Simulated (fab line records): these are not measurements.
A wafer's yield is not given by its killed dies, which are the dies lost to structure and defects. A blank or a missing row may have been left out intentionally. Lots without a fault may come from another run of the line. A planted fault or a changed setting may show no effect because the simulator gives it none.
Struck lot and sound lot, side by side | flow n5 finfet | 14 out of 1938 route steps
Sound: the wafers L187.1, L187.3, L187.6. Struck: wafer L194.2 (left out: L194.1, L194.3 of the same lot, which were not struck); the cause appears at the end.
Each step with rows lists, per side, the tool, then ch with its chambers, then its first start. Under that, the readings that differ: sound wafers | struck wafers | difference of the means | sigmas: that difference in standard deviations of wafers without a fault.
alike: a reading whose means differ by less than 2 such deviations, as well as words and numbers matching on both sides. not compared: withheld readings; readings where some wafer has no value; bounds like >300 that might hide an equal value; numbers whose values overlap and for which the record gives no deviation.
A row with sigmas, a row that says differs or no value, or rows on one side alone: a step with any of these is where the two part. Numbers that have no deviation but don't overlap get no sigmas and don't part them. A reading that every wafer of one side lacks parts them only if that side has two wafers or more.

first, 3 steps without rows for these wafers: N5_BEOL_M15_SPUTTER_45 (material Cu, target thk 100 nm, time 16.67 s); N5_BEOL_M15_ECD_47 (material Cu, target thk 1860 nm); N5_BEOL_M15_ANNEAL_48 (time 90 s).
N5_BEOL_M15_CMP_49: polishes, stops on SiO2, t overpolish 4.9 s, target thk 850 nm.
  sound on cmp-01 ch 2,3, day 11 22:50; struck on cmp-01 ch 3, day 15 09:34
  alike: barrier field endpoint s, clearing platen rpm, motor current A, overpolish run s
N5_BEOL_M15_THK_MEAS_50: measures by xrf.
  sound on film metro-02 at day 11 23:08; struck on film metro-01 at day 15 09:51
  alike: M15_THK
then, 1 step without rows for these wafers: N5_BEOL_M15_PRE_CLEAN_52 (time 15 s).
N5_BEOL_M15_DEP_53: deposits SiCN from 3MS/NH3, target thk 50 nm, time 17.8 s.
  sound on pecvd-01 ch 0,1, day 11 23:13; struck on pecvd-04 ch 2, day 15 09:56
  alike: showerhead plenum p Torr, throttle valve pct
N5_BEOL_M15_RS_MEAS_54: uses a four-point probe to measure.
  sound on film metro-01 at day 11 23:17; struck on film metro-01 at day 15 10:01
  alike: M15_RS
N5_BEOL_M15_INSPECT_55: inspects for defects (darkfield).
  sound on defect inspect-02 at day 11 23:19; struck on defect inspect-01 at day 15 10:02
  reading          | sound     | struck | difference | sigmas
  raw defect count | 141 84 75 | 42     | -58        | -3
N5_BEOL_M15_RC_MEAS_101:
  sound on prober-01 ch 0, day 11 23:30; struck on prober-02 ch 0, day 15 10:04
  reading           | sound                   | struck  | difference | sigmas
  COMB_M13 (S/m)    | 4.2e-12 3.6e-12 3.6e-12 | 6e-12   | +2e-12     | +2
  COMB_M14 (S/m)    | 3.4e-12 4.2e-12 3.3e-12 | 6.8e-12 | +3.2e-12   | +3
  SERP_M14 (ohm/um) | 0.164 0.162 0.164       | 0.155   | -0.008     | -3
  SERP_M7 (ohm/um)  | 14.1 14.0 14.4          | 13.1    | -1.1       | -2
  alike: COMB_M10, COMB_M11, COMB_M12, COMB_M12_max_site, COMB_M15, COMB_M5, COMB_M6, COMB_M7, COMB_M8, COMB_M9, SERP_M10, SERP_M11, SERP_M12, SERP_M13, SERP_M5, SERP_M6, SERP_M8, SERP_M9
N5_PASSIVATION_PECVD_00: deposits SiO2 from SiH4/N2O, target thk 200 nm, time 11.2 s.
  sound on pecvd-04 ch 1,2, day 12 00:28; struck on pecvd-04 ch 0, day 15 11:02
  reading                         | sound          | struck | difference | sigmas
  showerhead plenum p Torr (Torr) | 8.03 8.00 7.98 | 8.36   | +0.36      | +3
  alike: heater power outer w, heater power w, throttle valve pct
N5_MIM_BOT_DEGAS_01: time 60 s.
  sound on pvd sputter-03 at day 12 01:45; struck on pvd sputter-01 at day 15 12:08
  alike: heater power w
N5_MIM_BOT_SPUTTER_00: material TiN, target thk 35 nm, time 89.7 s.
  sound on pvd sputter-03 at day 12 01:47; struck on pvd sputter-01 at day 15 12:11
  reading                                     | sound      | struck | difference | sigmas
  model.TiN_of_MIM_BOT_SPUTTER_00.thk nm (nm) | 36 35.4 36 | 17.2   | -18.6      |
  alike: substrate temp c, throttle valve pct
N5_MIM_TOP_ALD_00: deposits Al2O3, purge time 3 s, co reactant pulse time 3 s.
  sound on ald hk-03 ch 0,1, day 12 01:53; struck on ald hk-01 ch 2, day 15 12:18
  alike: precursor pulse height rel

WHERE THEY PART
Last at N5_PASSIVATION_PECVD_00 as far as this record goes, first at N5_BEOL_M15_INSPECT_55. Later steps at which nothing parts them and some readings are alike: N5_MIM_BOT_DEGAS_01, N5_MIM_BOT_SPUTTER_00, N5_MIM_TOP_ALD_00.

WHY: what had been put in by the simulator
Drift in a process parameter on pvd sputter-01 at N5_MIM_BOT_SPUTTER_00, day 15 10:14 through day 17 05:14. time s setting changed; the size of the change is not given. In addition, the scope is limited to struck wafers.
